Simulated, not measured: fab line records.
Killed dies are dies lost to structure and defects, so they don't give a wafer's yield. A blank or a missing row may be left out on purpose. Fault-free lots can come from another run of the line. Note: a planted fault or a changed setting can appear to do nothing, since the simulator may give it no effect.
fab line records	flow nand-harc	part 1 of 2: steps 1 to 28 of 35
record: lots: 5	wafers: 15	last-day: 32
route steps=1302 shown P_M2@339 P_BONDPAD@351
lots that met no fault: from a run of the same line without faults
start-h: start of the lot's first displayed wafer, in hours after the record's first day	wait-h: hours since the lot's step before	" unchanged from the row above	L1.1+2: a single row standing in for several wafers	- either no value or no given start	* or withheld: withheld	< > ~ a bound
route shown NAME@n: NAME is a module with steps in the file, n the number in the route of the first one	usual: average and standard deviation across the fault-free wafers	same: alike in all rows	chamber/n: place in a boat	sites: each site's reading	_std_site: how widely they spread, as a standard deviation	_edge_site: inner sites' mean taken away from outer sites' mean	radius-mm: for every site, how far away it sits from the centre of the wafer	mask NAME#n: copy n	behind: the tool/chamber that last shaped the wafer	hold: the reason the lot was held/the length of the hold in hours/how it ended	device: names the non-switching transistor (n, p or np)	end of line: the route-end tests of the same wafers	a step without rows: its recipe alone	killed: count of dies lost to structure and defects at first sort (not the wafer's yield)	map: a wafer's dies, marking killed ones x, the rest . and places with no die _
set.NAME: the setting as run; set.NAME@STEP: as run at that earlier step	model.NAME: the simulator's own value behind a step, which no gauge read
lots at some steps of the route; a table a step, a row a wafer
services: when a tool's chamber went out of use (start-h, in hours from the record's first day, below 0 if earlier), for how many hours, and the reason
== steps ==
step: NHARC_P_M2_PRE_CLEAN_30
recipe: time-s: 30	temp-c: 280	gas: H2/He
usual: heater-power-w: 417/38
lot.wafer	tool	chamber	start-h	wait-h	heater-power-w
L075.2	pvd-sputter-03	-	-	-	370
L075.4	"	-	"	"	438
L075.3	"	-	"	"	437
L076.4	pvd-sputter-02	-	-	-	400
L076.6	"	-	"	"	392
L076.5	"	-	"	"	395
L085.3	pvd-sputter-03	-	-	-	373
L085.2	"	-	"	"	434
L085.5	"	-	"	"	364
L087.4	pvd-sputter-02	-	-	-	476
L087.5	"	-	"	"	486
L087.6	"	-	"	"	419
L093.3	pvd-sputter-02	-	-	-	359
L093.1	"	-	"	"	451
L093.5	"	-	"	"	409
step: NHARC_P_M2_PVD_20
recipe: target-thk-a: 50	bias-v: 168.6	power-w: 15000	chamber-pressure-pa: 0.12	time-s: 8.06	substrate-temp-c: 50	material: TaN
usual: throttle-valve-pct: 29.8/0.88
lot.wafer	tool	chamber	start-h	wait-h	throttle-valve-pct
L075.3	pvd-sputter-03	-	-	-	29.4
L075.4	"	-	"	"	30.4
L075.2	"	-	"	"	29.9
L076.4	pvd-sputter-02	-	-	-	29.5
L076.5	"	-	"	"	29.3
L076.6	"	-	"	"	28.9
L085.2	pvd-sputter-03	-	-	-	29.8
L085.3	"	-	"	"	29.1
L085.5	"	-	"	"	29.6
L087.4	pvd-sputter-02	-	-	-	30.5
L087.6	"	-	"	"	28.8
L087.5	"	-	"	"	30.8
L093.1	pvd-sputter-02	-	-	-	29.9
L093.3	"	-	"	"	28.2
L093.5	"	-	"	"	30.0
step: NHARC_P_M2_PVD_21
recipe: target-thk-a: 300	chamber-pressure-pa: 5	power-w: 5000	substrate-temp-c: 30	time-s: 20.49	material: Cu
usual: throttle-valve-pct: 29.8/0.92
lot.wafer	tool	chamber	start-h	wait-h	throttle-valve-pct
L075.4	pvd-sputter-03	-	-	-	29.3
L075.2	"	-	"	"	30.9
L075.3	"	-	"	"	28.5
L076.4	pvd-sputter-02	-	-	-	30.5
L076.5	"	-	"	"	29.7
L076.6	"	-	"	"	28.7
L085.2	pvd-sputter-03	-	-	-	29.1
L085.3	"	-	"	"	29.7
L085.5	"	-	"	"	30.0
L087.4	pvd-sputter-02	-	-	-	30.6
L087.6	"	-	"	"	28.4
L087.5	"	-	"	"	30.4
L093.1	pvd-sputter-02	-	-	-	28.1
L093.3	"	-	"	"	31.3
L093.5	"	-	"	"	31.3
step: NHARC_P_M2_ECD_22
recipe: target-thk-a: 4000	bath-temp-c: 25	material: Cu
lot.wafer	tool	chamber	start-h	wait-h
L075.2+3+4	ecd-cu-02	1,0,1	145.36	-
L076.4+5+6	ecd-cu-02	1,1,0	149.42	-
L085.2+3+5	ecd-cu-01	1,1,0	240.65	-
L087.4+5+6	ecd-cu-02	1,1,0	261.84	-
L093.1+3+5	ecd-cu-01	0,0,1	319.97	-
step: NHARC_P_M2_ANNEAL_31
recipe: temp-c: 225	time-s: 90
usual: anneal-temp-c-max: 226.7/0.45	wafer_temp_C_max: 226.13/0.26
lot.wafer	tool	chamber	start-h	wait-h	anneal-temp-c-max	wafer_temp_C_max
L075.2	rtp-anneal-01	0	145.74	0.3	227.2	226.13
L075.3	"	0	"	"	226.6	225.91
L075.4	"	0	"	"	227.1	225.83
L076.4	rtp-anneal-01	0	149.86	-	226.9	226.21
L076.5	"	0	"	"	227.1	226.44
L076.6	"	0	"	"	226.9	226.46
L085.2	rtp-anneal-01	0	241.08	-	227.0	225.64
L085.3	"	0	"	"	227.3	225.49
L085.5	"	0	"	"	226.8	226.04
L087.4	rtp-anneal-02	0	262.27	0.4	226.7	226.32
L087.5	"	0	"	"	226.8	226.45
L087.6	"	0	"	"	226.4	226.03
L093.1	rtp-anneal-02	0	320.29	-	226.0	226.47
L093.3	"	0	"	"	226.2	226.29
L093.5	"	0	"	"	225.5	226.15
step: NHARC_P_M2_CMP_23
recipe: t-overpolish-s: 20	target-thk-nm: 144.3
usual: motor-current-A: 11.8/1	time-to-endpoint-s: 28.6/1.9
lot.wafer	tool	chamber	start-h	wait-h	motor-current-A	time-to-endpoint-s
L075.3	cmp-03	0	146.06	-	14.1	28.2
L075.2	"	1	"	"	11.0	29.7
L075.4	"	2	"	"	10.5	29.5
L076.4	cmp-03	3	150.13	-	13.7	26.4
L076.5	"	0	"	"	13.3	27.2
L076.6	"	1	"	"	11.0	28.3
L085.2	cmp-03	2	241.38	-	11.1	29.5
L085.3	"	0	"	"	13.2	25.9
L085.5	"	3	"	"	13.4	30.4
L087.4	cmp-02	2	262.55	-	10.1	24.5
L087.5	"	3	"	"	12.5	26.1
L087.6	"	0	"	"	12.2	28.3
L093.3	cmp-03	1	320.64	-	10.7	29.4
L093.1	"	0	"	"	12.7	29.7
L093.5	"	2	"	"	10.6	33.7
step: NHARC_P_M2_THK_MEAS_24
recipe: thk-meas-gauge: xrf
usual: thk-nm: 144.1/1.6
lot.wafer	tool	chamber	start-h	wait-h	thk-nm
L075.2	film-metro-01	-	146.35	-	145.0
L075.3	"	-	"	"	145.1
L075.4	"	-	"	"	146.4
L076.4	film-metro-01	-	150.37	-	145.6
L076.5	"	-	"	"	143.4
L076.6	"	-	"	"	143.6
L085.2	film-metro-02	-	241.69	-	144.5
L085.3	"	-	"	"	142.5
L085.5	"	-	"	"	144.4
L087.4	film-metro-02	-	262.78	-	141.0
L087.5	"	-	"	"	141.8
L087.6	"	-	"	"	143.0
L093.1	film-metro-01	-	320.95	-	145.8
L093.3	"	-	"	"	144.3
L093.5	"	-	"	"	145.8
step: NHARC_P_M2_SRD_25
lot.wafer	tool	chamber	start-h	wait-h
L075.2+4+3	wet-bench-10	0,1,3	146.39	0.0
L076.5+6+4	wet-bench-08	0,4,5	150.40	0.0
L085.5+3+2	wet-bench-10	2,5,6	241.73	0.0
L087.4+5+6	wet-bench-08	5,0,1	262.82	0.0
L093.5+3+1	wet-bench-10	2,4,5	320.99	0.0
step: NHARC_P_M2_INSPECT_27
usual: raw-defect-count: 318/110
lot.wafer	tool	chamber	start-h	wait-h	raw-defect-count
L075.2	defect-inspect-01	-	146.50	0.0	209
L075.3	"	-	"	"	351
L075.4	"	-	"	"	230
L076.4	defect-inspect-02	-	150.52	0.0	424
L076.5	"	-	"	"	416
L076.6	"	-	"	"	467
L085.2	defect-inspect-01	-	241.85	0.0	255
L085.3	"	-	"	"	414
L085.5	"	-	"	"	242
L087.4	defect-inspect-02	-	262.93	0.0	297
L087.5	"	-	"	"	362
L087.6	"	-	"	"	326
L093.1	defect-inspect-02	-	321.11	0.0	285
L093.3	"	-	"	"	222
L093.5	"	-	"	"	281
step: NHARC_P_M2_PRE_CLEAN_32
recipe: time-s: 12	temp-c: 370	rf-power-w: 300	gas: NH3
usual: heater-power-w: 655/53
lot.wafer	tool	chamber	start-h	wait-h	heater-power-w
L075.3	pecvd-04	1	146.57	0.1	569
L075.2	"	2	"	"	631
L075.4	"	2	"	"	620
L076.5	pecvd-01	1	150.63	0.1	688
L076.4	"	2	"	"	621
L076.6	"	0	"	"	733
L085.2	pecvd-01	0	241.92	0.1	691
L085.3	"	2	"	"	702
L085.5	"	0	"	"	675
L087.4	pecvd-01	0	263.04	0.1	742
L087.5	"	1	"	"	675
L087.6	"	2	"	"	718
L093.3	pecvd-03	1	321.18	0.1	635
L093.1	"	2	"	"	681
L093.5	"	0	"	"	573
step: NHARC_P_M2_DEP_33
recipe: target-thk-a: 300	temp-c: 370	target-thk-nm: 30	pressure-torr: 3	flow-sccm: 200	rf-w: 450	material: SiCN
usual: heater-power-w: 600/56
lot.wafer	tool	chamber	start-h	wait-h	heater-power-w
L075.3	pecvd-04	1	146.65	0.1	520
L075.2	"	2	"	"	579
L075.4	"	2	"	"	562
L076.5	pecvd-01	1	150.79	0.2	618
L076.4	"	2	"	"	608
L076.6	"	0	"	"	666
L085.2	pecvd-01	0	242.04	0.1	579
L085.3	"	2	"	"	605
L085.5	"	0	"	"	596
L087.4	pecvd-01	0	263.21	0.2	683
L087.5	"	1	"	"	548
L087.6	"	2	"	"	596
L093.3	pecvd-03	1	321.26	0.1	534
L093.1	"	2	"	"	577
L093.5	"	0	"	"	494
step: NHARC_P_BONDPAD_DEP_00
recipe: target-thk-a: 2500	temp-c: 370	target-thk-nm: 250	pressure-torr: 3	flow-sccm: 200	rf-w: 450	material: SiCN
usual: heater-power-w: 592/57
lot.wafer	tool	chamber	start-h	wait-h	heater-power-w
L075.3	pecvd-04	1	-	-	549
L075.2	"	2	"	"	551
L075.4	"	0	"	"	672
L076.5	pecvd-03	0	151.21	-	552
L076.6	"	1	"	"	538
L076.4	"	2	"	"	609
L085.3	pecvd-03	0	242.58	0.3	519
L085.2	"	2	"	"	643
L085.5	"	0	"	"	535
L087.4	pecvd-01	0	-	-	600
L087.6	"	1	"	"	614
L087.5	"	2	"	"	571
L093.3	pecvd-04	2	321.72	-	583
L093.1	"	0	"	"	678
L093.5	"	0	"	"	666
step: NHARC_P_BONDPAD_CMP_32
recipe: target-thk-nm: 200	material: SiCN
usual: motor-current-A: 11.8/0.7
lot.wafer	tool	chamber	start-h	wait-h	motor-current-A
L075.4	cmp-04	0	147.45	-	11.2
L075.2	"	2	"	"	11.6
L075.3	"	3	"	"	11.2
L076.4	cmp-03	3	151.53	-	13.2
L076.5	"	1	"	"	11.0
L076.6	"	2	"	"	10.3
L085.2	cmp-04	0	242.99	-	10.9
L085.3	"	2	"	"	11.6
L085.5	"	0	"	"	11.3
L087.4	cmp-04	3	263.88	-	11.6
L087.5	"	3	"	"	11.5
L087.6	"	0	"	"	11.6
L093.1	cmp-04	0	322.10	-	11.6
L093.3	"	2	"	"	12.5
L093.5	"	0	"	"	11.3
step: NHARC_P_BONDPAD_THK_MEAS_33
recipe: thk-meas-gauge: ellipsometry
usual: thk-nm: 199.9/1.3
lot.wafer	tool	chamber	start-h	wait-h	thk-nm
L075.2	film-metro-01	-	147.70	0.2	198.4
L075.3	"	-	"	"	198.0
L075.4	"	-	"	"	200.9
L076.4	film-metro-02	-	151.74	0.2	201.0
L076.5	"	-	"	"	200.3
L076.6	"	-	"	"	201.6
L085.2	film-metro-01	-	243.24	0.2	199.8
L085.3	"	-	"	"	200.5
L085.5	"	-	"	"	198.9
L087.4	film-metro-02	-	264.13	0.2	201.0
L087.5	"	-	"	"	201.5
L087.6	"	-	"	"	200.8
L093.1	film-metro-01	-	322.33	0.2	199.7
L093.3	"	-	"	"	199.8
L093.5	"	-	"	"	198.3
step: NHARC_P_BONDPAD_SRD_34
lot.wafer	tool	chamber	start-h	wait-h
L075.3+2+4	wet-bench-08	1,4,5	147.74	0.0
L076.5+6+4	wet-bench-10	0,1,5	151.77	0.0
L085.3+2+5	wet-bench-08	4,7,0	243.29	0.0
L087.6+5+4	wet-bench-10	6,7,2	264.17	0.0
L093.3+5+1	wet-bench-08	3,4,6	322.37	0.0
step: NHARC_P_BONDPAD_DEHYDRATE_01
recipe: temp-c: 150	time-s: 120
usual: plate-temp-C: 149.99/0.14
lot.wafer	tool	chamber	start-h	wait-h	plate-temp-C
L075.2	litho-track-03	0	147.83	0.1	149.96
L075.3	"	0	"	"	149.86
L075.4	"	0	"	"	149.66
L076.4	litho-track-03	0	151.86	0.1	150.17
L076.5	"	0	"	"	150.06
L076.6	"	0	"	"	150.06
L085.2	litho-track-02	0	243.37	0.1	150.09
L085.3	"	0	"	"	150.07
L085.5	"	0	"	"	149.90
L087.4	litho-track-07	0	264.25	0.1	150.01
L087.5	"	0	"	"	150.00
L087.6	"	0	"	"	149.96
L093.1	litho-track-03	0	322.46	0.1	149.99
L093.3	"	0	"	"	149.94
L093.5	"	0	"	"	149.81
step: NHARC_P_BONDPAD_HMDS_02
recipe: time-s: 30
lot.wafer	tool	chamber	start-h	wait-h
L075.2+3+4	litho-track-03	0	-	-
L076.4+5+6	litho-track-03	0	-	-
L085.2+3+5	litho-track-02	0	-	-
L087.4+5+6	litho-track-07	0	-	-
L093.1+3+5	litho-track-03	0	-	-
step: NHARC_P_BONDPAD_COAT_36
recipe: temp-c: 200	time-s: 65
usual: plate-temp-C: 199.99/0.15
lot.wafer	tool	chamber	start-h	wait-h	plate-temp-C
L075.2	litho-track-03	0	-	-	200.00
L075.3	"	0	"	"	200.09
L075.4	"	0	"	"	200.34
L076.4	litho-track-03	0	-	-	199.79
L076.5	"	0	"	"	200.07
L076.6	"	0	"	"	199.84
L085.2	litho-track-02	0	-	-	200.06
L085.3	"	0	"	"	199.95
L085.5	"	0	"	"	200.06
L087.4	litho-track-07	0	-	-	199.80
L087.5	"	0	"	"	199.84
L087.6	"	0	"	"	200.22
L093.1	litho-track-03	0	-	-	200.12
L093.3	"	0	"	"	200.00
L093.5	"	0	"	"	199.73
step: NHARC_P_BONDPAD_COAT_03
recipe: spin-rpm: 2000	resist-thk-nm: 600
lot.wafer	tool	chamber	start-h	wait-h
L075.2+3+4	litho-track-03	0	-	-
L076.4+5+6	litho-track-03	0	-	-
L085.2+3+5	litho-track-02	0	-	-
L087.4+5+6	litho-track-07	0	-	-
L093.1+3+5	litho-track-03	0	-	-
step: NHARC_P_BONDPAD_SOFTBAKE_04
recipe: temp-c: 125	time-s: 70
usual: plate-temp-C: 125.00/0.14
lot.wafer	tool	chamber	start-h	wait-h	plate-temp-C
L075.2	litho-track-03	0	-	-	125.23
L075.3	"	0	"	"	125.13
L075.4	"	0	"	"	125.38
L076.4	litho-track-03	0	-	-	125.01
L076.5	"	0	"	"	125.15
L076.6	"	0	"	"	124.84
L085.2	litho-track-02	0	-	-	125.12
L085.3	"	0	"	"	124.99
L085.5	"	0	"	"	125.21
L087.4	litho-track-07	0	-	-	125.03
L087.5	"	0	"	"	124.94
L087.6	"	0	"	"	125.02
L093.1	litho-track-03	0	-	-	125.00
L093.3	"	0	"	"	124.96
L093.5	"	0	"	"	125.23
step: NHARC_P_BONDPAD_EBR_05
lot.wafer	tool	chamber	start-h	wait-h
L075.2+3+4	litho-track-03	0	-	-
L076.4+5+6	litho-track-03	0	-	-
L085.2+3+5	litho-track-02	0	-	-
L087.4+5+6	litho-track-07	0	-	-
L093.1+3+5	litho-track-03	0	-	-
step: NHARC_P_BONDPAD_EXPOSE_06
recipe: na: 0.55	dose-mj: 37.06	mask-id: P_BPAD
usual: focus-offset-nm: 0.1/0.54	reticle-temp-C: 22.98/0.11
lot.wafer	tool	chamber	start-h	wait-h	mask	focus-offset-nm	reticle-temp-C
L075.2	krf-scanner-02	0	148.00	-	P_BPAD#0	0.7	22.92
L075.3	"	0	"	"	P_BPAD#0	0.3	23.07
L075.4	"	0	"	"	P_BPAD#0	0.4	23.18
L076.4	krf-scanner-04	0	152.16	-	P_BPAD#0	-0.2	22.78
L076.5	"	0	"	"	P_BPAD#0	0.2	22.92
L076.6	"	0	"	"	P_BPAD#0	-0.1	23.01
L085.2	krf-scanner-04	0	243.66	-	P_BPAD#0	-0.2	22.88
L085.3	"	0	"	"	P_BPAD#0	0.5	22.92
L085.5	"	0	"	"	P_BPAD#0	-0.2	22.98
L087.4	krf-scanner-04	0	264.43	-	P_BPAD#0	-0.2	22.92
L087.5	"	0	"	"	P_BPAD#0	-0.5	22.98
L087.6	"	0	"	"	P_BPAD#0	-0.5	22.87
L093.1	krf-scanner-02	0	322.75	-	P_BPAD#0	1.0	22.99
L093.3	"	0	"	"	P_BPAD#0	-0.3	22.94
L093.5	"	0	"	"	P_BPAD#0	0.3	22.94
step: NHARC_P_BONDPAD_PEB_07
recipe: peb-temp-c: 128	peb-time-s: 80
usual: plate-temp-C: 128.04/0.13
lot.wafer	tool	chamber	start-h	wait-h	plate-temp-C
L075.2	litho-track-02	0	148.06	0.1	128.18
L075.3	"	0	"	"	128.05
L075.4	"	0	"	"	128.17
L076.4	litho-track-02	0	152.22	0.0	128.18
L076.5	"	0	"	"	128.03
L076.6	"	0	"	"	128.06
L085.2	litho-track-02	0	243.72	0.1	128.03
L085.3	"	0	"	"	128.12
L085.5	"	0	"	"	128.26
L087.4	litho-track-03	0	264.48	0.0	128.07
L087.5	"	0	"	"	128.02
L087.6	"	0	"	"	128.28
L093.1	litho-track-03	0	322.82	0.1	127.98
L093.3	"	0	"	"	128.03
L093.5	"	0	"	"	128.06
step: NHARC_P_BONDPAD_DEVELOP_08
recipe: time-s: 50	dev-temp-c: 22
usual: developer-temp-C: 21.99/0.084
lot.wafer	tool	chamber	start-h	wait-h	developer-temp-C
L075.2	litho-track-02	0	-	-	22.02
L075.3	"	0	"	"	22.00
L075.4	"	0	"	"	22.18
L076.4	litho-track-02	0	-	-	22.03
L076.5	"	0	"	"	21.87
L076.6	"	0	"	"	21.93
L085.2	litho-track-02	0	-	-	21.97
L085.3	"	0	"	"	21.94
L085.5	"	0	"	"	21.97
L087.4	litho-track-03	0	-	-	21.99
L087.5	"	0	"	"	22.05
L087.6	"	0	"	"	22.06
L093.1	litho-track-03	0	-	-	22.03
L093.3	"	0	"	"	21.83
L093.5	"	0	"	"	21.97
step: NHARC_P_BONDPAD_CD_MEAS_09
recipe: target-cd-nm: 500	landing-energy-ev: 500
usual: cd-nm: 499.4/1.2
lot.wafer	tool	chamber	start-h	wait-h	cd-nm
L075.2	cd-sem-01	0	148.15	-	500.1
L075.3	"	0	"	"	500.0
L075.4	"	0	"	"	496.6
L076.4	cd-sem-03	0	152.31	-	499.7
L076.5	"	0	"	"	500.6
L076.6	"	0	"	"	499.3
L085.2	cd-sem-03	0	243.81	-	499.9
L085.3	"	0	"	"	500.0
L085.5	"	0	"	"	498.6
L087.4	cd-sem-02	0	264.58	-	498.5
L087.5	"	0	"	"	497.0
L087.6	"	0	"	"	497.4
L093.1	cd-sem-01	0	322.90	-	499.4
L093.3	"	0	"	"	499.7
L093.5	"	0	"	"	499.0
step: NHARC_P_BONDPAD_OVL_MEAS_38
usual: overlay-x-nm: 0/5.8	overlay-y-nm: -1/5.5
lot.wafer	tool	chamber	start-h	wait-h	overlay-x-nm	overlay-y-nm
L075.2	overlay-02	-	148.23	-	-1	8
L075.3	"	-	"	"	-1	8
L075.4	"	-	"	"	-1	9
L076.4	overlay-02	-	152.39	-	4	-14
L076.5	"	-	"	"	3	-14
L076.6	"	-	"	"	4	-14
L085.2	overlay-02	-	243.90	-	0	-11
L085.3	"	-	"	"	0	-11
L085.5	"	-	"	"	-1	-11
L087.4	overlay-01	-	264.66	-	8	3
L087.5	"	-	"	"	7	3
L087.6	"	-	"	"	8	3
L093.1	overlay-02	-	322.99	-	1	-4
L093.3	"	-	"	"	2	-4
L093.5	"	-	"	"	2	-4
step: NHARC_P_BONDPAD_HARDBAKE_10
recipe: temp-c: 118	time-s: 65
usual: plate-temp-C: 118.01/0.13
lot.wafer	tool	chamber	start-h	wait-h	plate-temp-C
L075.2	litho-track-03	0	148.28	0.0	118.00
L075.3	"	0	"	"	118.09
L075.4	"	0	"	"	117.89
L076.4	litho-track-03	0	152.44	0.1	118.12
L076.5	"	0	"	"	117.95
L076.6	"	0	"	"	117.92
L085.2	litho-track-03	0	243.95	0.0	118.20
L085.3	"	0	"	"	118.05
L085.5	"	0	"	"	118.27
L087.4	litho-track-02	0	264.71	0.1	118.13
L087.5	"	0	"	"	118.03
L087.6	"	0	"	"	117.98
L093.1	litho-track-02	0	323.04	0.0	117.99
L093.3	"	0	"	"	118.02
L093.5	"	0	"	"	117.83
step: NHARC_P_BONDPAD_DESCUM_11
recipe: time-s: 3	o2-flow-sccm: 200	ar-flow-sccm: 0	bias-power-w: 0	chemistry: O2
usual: drypump-motor-current-A: 5.5/0.35	oes-product-au: 1.001/0.0077	rf-vpp-V: 57.7/0.89	showerhead-plenum-p-Torr: 1.89/0.097	throttle-valve-pct: 11.309/0.01
lot.wafer	tool	chamber	start-h	wait-h	drypump-motor-current-A	oes-product-au	rf-hours-counter-h	rf-vpp-V	showerhead-plenum-p-Torr	throttle-valve-pct
L075.4	rie-diel-03	1	148.37	-	5.7	0.994	0.4	57.6	1.97	11.292
L075.2	"	2	"	"	5.2	1.000	0.3	57.1	1.85	11.315
L075.3	"	3	"	"	6.1	1.009	0.4	58.8	2.07	11.295
L076.4	rie-diel-01	0	152.51	-	5.1	1.008	5.9	57.8	1.82	11.309
L076.5	"	0	"	"	5.1	1.003	-	57.0	1.82	11.301
L076.6	"	1	"	"	5.4	0.988	-	56.8	1.88	11.303
L085.3	rie-diel-03	3	244.03	-	6.1	0.995	3.6	58.8	2.06	11.299
L085.2	"	0	"	"	5.4	1.004	3.6	57.7	1.78	11.315
L085.5	"	3	"	"	6.1	0.992	-	58.5	2.07	11.297
L087.4	rie-diel-02	0	264.79	-	5.1	1.009	0.7	58.0	1.85	11.324
L087.5	"	3	"	"	5.3	1.000	-	56.5	1.81	11.308
L087.6	"	0	"	"	5.1	1.000	-	58.4	1.85	11.301
L093.1	rie-diel-01	2	323.12	-	5.8	1.000	5.3	56.6	1.83	11.312
L093.3	"	3	"	"	5.4	1.004	6.6	58.4	1.86	11.316
L093.5	"	2	"	"	5.8	0.992	-	55.7	1.83	11.305
